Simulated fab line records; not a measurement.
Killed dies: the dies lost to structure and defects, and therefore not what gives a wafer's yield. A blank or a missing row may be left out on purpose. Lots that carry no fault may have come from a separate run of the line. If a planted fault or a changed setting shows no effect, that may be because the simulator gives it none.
What tool caused it? ; flow nandHarc ; Sampling: 24 lots, 72 wafers, 2 of 1159 route steps

## WHAT THE GAUGES READ, wafer by wafer
NHARC_P_M0_CD_MEAS_16. Usual: cdNm 89.9 nm, standard deviation 0.54.
lot;measured;on;cdNm (nm);flag
L074;day 5 15:34;cdSem-03;90.5 91.0 90.2;
L075;day 6 01:38;cdSem-03;89.6 89.3 89.0;
L077;day 6 15:07;cdSem-03;90.8 90.5 89.7;
L076;day 6 15:25;cdSem-02;89.9 89.4 89.8;
L078;day 7 00:13;cdSem-02;88.4 89.7 89.5;
L079;day 7 00:21;cdSem-01;90.5 90.5 90.5;
L080;day 7 21:19;cdSem-01;89.8 90.5 90.3;
L082;day 7 21:51;cdSem-01;89.6 89.7 90.0;
L081;day 7 22:01;cdSem-01;90.0 89.8 89.7;
L083;day 8 05:41;cdSem-01;90.2 90.8 89.8;
L084;day 8 15:01;cdSem-03;90.2 88.5 89.5;
L085;day 8 23:52;cdSem-02;89.8 90.0 89.5;
L086;day 9 00:24;cdSem-03;90.0 89.4 89.2;
L087;day 9 11:54;cdSem-03;90.3 89.9 90.0;
L089;day 9 12:23;cdSem-03;89.3 89.5 90.1;
L088;day 9 12:56;cdSem-03;90.6 89.6 89.5;
L090;day 9 20:14;cdSem-02;90.6 90.0 89.1;
L091;day 9 21:54;cdSem-02;89.8 89.5 89.9;
L093;day 10 18:25;cdSem-03;90.9 90.4 90.1;
L092;day 10 18:55;cdSem-03;88.9 89.4 90.0;
L095;day 10 19:53;cdSem-03;89.6 89.8 89.9;
L094;day 10 21:37;cdSem-03;89.8 90.0 89.2;
L096;day 11 05:38;cdSem-03;89.0 90.5 89.6;
L097;day 11 06:18;cdSem-02;89.1 90.8 90.5;

## TOOL THAT RAN EACH LOT (tool first, then ch and the chambers of the sampled wafers, then the start)
lot;NHARC_P_GATE_STRIP_75
L074;plasmaAsher-02 ch 0,1, day 5 03:05
L075;plasmaAsher-02 ch 0,1, day 5 10:28
L077;plasmaAsher-01 ch 0,1, day 5 22:04
L076;plasmaAsher-02 ch 0, day 5 22:25
L078;plasmaAsher-01 ch 0,1, day 6 08:43
L079;plasmaAsher-01 ch 0,1, day 6 09:22
L080;plasmaAsher-01 ch 0,1, day 7 01:26
L082;plasmaAsher-01 ch 0,1, day 7 01:47
L081;plasmaAsher-01 ch 0,1, day 7 02:10
L083;plasmaAsher-01 ch 0,1, day 7 17:05
L084;plasmaAsher-01 ch 1, day 7 22:37
L085;plasmaAsher-01 ch 0,1, day 8 11:44
L086;plasmaAsher-01 ch 0,1, day 8 12:07
L087;plasmaAsher-01 ch 0,1, day 8 16:44
L089;plasmaAsher-01 ch 0,1, day 8 18:09
L088;plasmaAsher-01 ch 0,1, day 8 18:31
L090;plasmaAsher-02 ch 0,1, day 9 07:55
L091;plasmaAsher-01 ch 1, day 9 09:47
L093;plasmaAsher-02 ch 0,1, day 10 01:23
L092;plasmaAsher-01 ch 0,1, day 10 01:46
L095;plasmaAsher-01 ch 0,1, day 10 07:40
L094;plasmaAsher-01 ch 0,1, day 10 08:41
L096;plasmaAsher-01 ch 0,1, day 10 17:33
L097;plasmaAsher-02 ch 0,1, day 10 17:51
- NHARC_P_GATE_STRIP_75: strips in O2.

## AS READ BY THE TOOLS THEMSELVES (means over the sampled wafers that have a number; for cases with no such wafer, the mark the record gives instead)
NHARC_P_GATE_STRIP_75. Usual: drypumpMotorCurrentA 5.8 A, standard deviation 0.44; heaterPowerW 332 W, standard deviation 21.
lot;tool;drypumpMotorCurrentA (A);heaterPowerW (W);flag
L074;plasmaAsher-02;5.6;331;
L075;plasmaAsher-02;6.0;353;
L077;plasmaAsher-01;5.9;336;
L076;plasmaAsher-02;5.2;313;
L078;plasmaAsher-01;5.8;336;
L079;plasmaAsher-01;5.6;331;
L080;plasmaAsher-01;5.9;337;
L082;plasmaAsher-01;5.8;336;
L081;plasmaAsher-01;5.9;338;
L083;plasmaAsher-01;5.9;334;
L084;plasmaAsher-01;6.1;351;
L085;plasmaAsher-01;5.9;337;
L086;plasmaAsher-01;5.6;328;
L087;plasmaAsher-01;5.6;324;
L089;plasmaAsher-01;5.6;322;
L088;plasmaAsher-01;5.8;337;
L090;plasmaAsher-02;6.0;331;
L091;plasmaAsher-01;6.1;352;
L093;plasmaAsher-02;6.0;333;
L092;plasmaAsher-01;5.9;336;
L095;plasmaAsher-01;5.6;323;
L094;plasmaAsher-01;5.8;343;
L096;plasmaAsher-01;5.8;342;
L097;plasmaAsher-02;5.7;320;

## THE ANSWER, worked out from the rows above alone
Rule: take the mean of a lot's wafers that have a number; if it is more than 3 standard deviations from the usual mean, the lot is off. Also off: a lot with no number at a reading for which 4 or more lots have one. The other lots that the step has rows for count as sound. The gauges are gone through in route order, then the tools' own readings, and for those a lot's mean is taken as printed above. At the first step where some lot is off, the reading lying furthest off is the one used; lots without a number count as furthest.
No lot is off on any of the readings shown, so nothing can be concluded from this.

## WHAT HAD BEEN PUT IN BY THE SIMULATOR
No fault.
